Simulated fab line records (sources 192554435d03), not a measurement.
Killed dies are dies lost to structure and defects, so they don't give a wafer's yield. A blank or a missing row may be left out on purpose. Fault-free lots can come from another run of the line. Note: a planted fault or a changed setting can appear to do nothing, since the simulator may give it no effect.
Which of the tools did it? -- flow n5Finfet -- 36 wafers sampled from 12 lots at 1 step of a route of 1938

## WHAT EACH GAUGE READ, for each wafer
N5_BEOL_M13_CD_MEAS_17 targets a cd of 190 nm.
lot,measured,on,cdNm (nm)
L075,day 11 20:49,cdSem-01,190.8 189.6 191.0
L079,day 12 09:46,cdSem-02,191.6 191.1 192.0
L078,day 13 07:31,cdSem-02,191.9 191.4 192.5
L082,day 13 21:50,cdSem-03,192.2 193.0 192.1
L084,day 14 11:22,cdSem-03,191.0 190.9 192.0
L085,day 15 07:34,cdSem-02,190.7 190.1 191.5
L088,day 15 12:32,cdSem-01,190.0 191.1 192.1
L087,day 15 21:34,cdSem-02,190.7 192.0 190.5
L091,day 16 16:08,cdSem-02,190.7 192.7 191.9
L094,day 17 02:20,cdSem-03,193.0 192.2 192.8
L095,day 17 06:08,cdSem-02,189.9 191.3 191.7
L097,day 18 10:05,cdSem-01,191.6 190.7 189.9

## WHICH TOOL RAN EACH LOT (tool, then ch and the chambers of the sampled wafers, then the start)
Record: no process step prior to these readings.

## THE ANSWER, worked out from the rows above alone
Rule: the usual values come from the lots themselves. Put in order of their means at a reading, lots are off if they are a third of the lots or fewer, leave a main group of 4 or more, and stand apart from it by a gap of 3 or more times the standard deviation of the main group's means; of several such gaps the widest counts. The tables above print the reading to a certain number of digits; a main group whose means all agree to those digits is not used. Also off: a lot with no number at a reading for which 4 or more lots have one. Where the step has rows for the other lots, those lots are counted as sound.
None of the lots is off at any reading shown; this tells nothing.

## WHAT WAS PUT IN BY THE SIMULATOR
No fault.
